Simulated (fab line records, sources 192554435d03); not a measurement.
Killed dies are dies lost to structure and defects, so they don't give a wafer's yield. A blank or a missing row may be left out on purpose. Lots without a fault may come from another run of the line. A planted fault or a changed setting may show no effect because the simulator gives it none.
Which tool did it? | flow n5_finfet | 10 lots, 30 wafers sampled, at 1 step of a route of 1938

WHAT THE GAUGES READ, wafer by wafer
N5_BEOL_M0_SAQP_OVL_MEAS_41.
lot  | measured     | on         | M0_CUT1_OVL (nm)
L867 | day 6 08:20  | overlay-02 | 1.2 0.7 1.6
L871 | day 7 10:32  | overlay-02 | 0.7 1.3 0.8
L872 | day 7 17:25  | overlay-01 | 0.6 0.1 -0.3
L873 | day 7 20:43  | overlay-01 | 1.1 1.0 1.0
L877 | day 9 05:30  | overlay-02 | 0.1 0.5 0.5
L880 | day 9 14:00  | overlay-02 | -0.2 0.2 0.5
L881 | day 9 22:41  | overlay-01 | 0.9 0.3 1.0
L882 | day 10 06:59 | overlay-01 | 0.8 0.0 -0.5
L885 | day 10 21:33 | overlay-02 | 2.0 1.0 1.0
L886 | day 11 08:00 | overlay-01 | -0.2 0.0 -0.5

WHICH TOOL RAN EACH LOT (tool, then ch and the chambers of the sampled wafers, then the start)
The record holds no process step before these readings.

THE ANSWER, worked out from the rows above alone
Rule: what is usual is taken from the lots themselves. Put in order of their means at a reading, lots are off if they are a third of the lots or fewer, leave a main group of 4 or more, and stand apart from it by a gap of 3 or more times the standard deviation of the main group's means; of several such gaps the widest counts. A main group whose means are all the same, to the digits that the tables above print for the reading, isn't used. A lot without any number at a reading at which 4 lots or more have one is off too. The other lots that the step has rows for count as sound.
No lot is off at any reading shown: from this, nothing can be told.

WHAT THE SIMULATOR HAD PUT IN
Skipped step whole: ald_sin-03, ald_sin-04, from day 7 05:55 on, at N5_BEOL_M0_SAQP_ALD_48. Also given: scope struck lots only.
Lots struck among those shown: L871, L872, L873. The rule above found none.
